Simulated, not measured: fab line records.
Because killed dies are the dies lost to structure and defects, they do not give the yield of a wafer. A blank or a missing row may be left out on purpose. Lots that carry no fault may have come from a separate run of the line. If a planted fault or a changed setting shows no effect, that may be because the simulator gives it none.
Lot-split experiment	flow n5Finfet	route with 1938 steps; 7 lots, 21 wafers read

ABOUT THE SPLIT
At N5_MOL_CONTACT_COAG_ETCH_91 (etches SOC in N2/H2, target depth 60 nm, overetch 21 nm, time 101.2 s), the setting sourceW was moved away from the recipe's 840 W on 6 of the 21 wafers read, by -15.6% to +14.5%. For the rest of the wafers, this setting stayed at what the recipe calls for.

The reading is taken at the split's own step.

THE READING
rfVppV, in V, at N5_MOL_CONTACT_COAG_ETCH_91 (etches SOC in N2/H2, target depth 60 nm, overetch 21 nm, time 101.2 s). On this fab line, fault-free wafers typically give 524.0 V with a standard deviation of 2.5 V.

wafer	tool, chamber at the split	sourceW as run, W	against the recipe	rfVppV, V	against lot-mates on the recipe
L084.3	rieDiel-01, 1	840	recipe	523.5	-
L084.4	rieDiel-01, 1	731.1	-13.0%	547.7	+22.5
L084.5	rieDiel-01, 3	840	recipe	526.9	-
L086.3	rieDiel-01, 0	840	recipe	526.1	-
L086.5	rieDiel-01, 1	840	recipe	524.8	-
L086.6	rieDiel-01, 2	840	recipe	521.8	-
L089.1	rieDiel-01, 0	962.1	+14.5%	503.0	-21.1
L089.2	rieDiel-01, 2	962.1	+14.5%	500.1	-24.0
L089.6	rieDiel-01, 1	840	recipe	524.1	-
L090.3	rieDiel-02, 2	746.9	-11.1%	548.8	+26.0
L090.4	rieDiel-02, 0	840	recipe	518.8	-
L090.6	rieDiel-02, 2	840	recipe	526.8	-
L091.3	rieDiel-01, 1	934.9	+11.3%	506.6	-15.1
L091.4	rieDiel-01, 2	840	recipe	521.8	-
L091.6	rieDiel-01, 2	840	recipe	521.6	-
L094.1	rieDiel-02, 0	840	recipe	519.8	-
L094.2	rieDiel-02, 3	840	recipe	523.9	-
L094.5	rieDiel-02, 0	840	recipe	519.2	-
L097.1	rieDiel-02, 3	708.6	-15.6%	554.9	+29.1
L097.2	rieDiel-02, 2	840	recipe	527.9	-
L097.6	rieDiel-02, 3	840	recipe	523.8	-

FIT RESULTS
A straight line over all 21 wafers: rfVppV changes by -1.76 V for each +1% of sourceW; r = -0.97; the points scatter about the line by 3.1 V.
The same after taking each lot's own level away (the mean of its wafers on the recipe; 21 wafers): -1.71 V for each +1%; r = -0.98; scatter 2.7 V.
According to that fit, moving sourceW by its largest amount changes the reading by 27 V.
The span of the lots' own levels, 520.97 to 525.85 V, comes to 2.0 times the standard deviation stated above.
The two slopes agree, so the slope changes little with the lot-to-lot level.
Check: +27.2 V against its lot-mates is what the line predicts for one of the wafers moved furthest among these (-15.6%) when that wafer is left out of the fit. It came out at +29.1 V against them.
Tool readings at the split's step, against how far the setting was moved: rfVppV r = -0.97.

ADDITIONAL SPLITS CARRIED BY THESE WAFERS
Note: prior to the reading, these wafers also went through further splits. Each is held against what the fit with the lots' levels taken away leaves over:
other split on the same wafers	wafers away from the commonest value	r with rfVppV (lot level and that fit taken away)
N5_HKMG_FIN_EXPOSE_46 doseMj	7	+0.47
N5_GATE_CUT_ALD_22 aldCycles	7	-0.20
N5_MOL_CONTACT_COAG_COAT_104 spinRpm	4	-0.08

THE FILE'S OWN FIT
rfVppV changes by -1.75 V for each +1% of sourceW, r = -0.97.
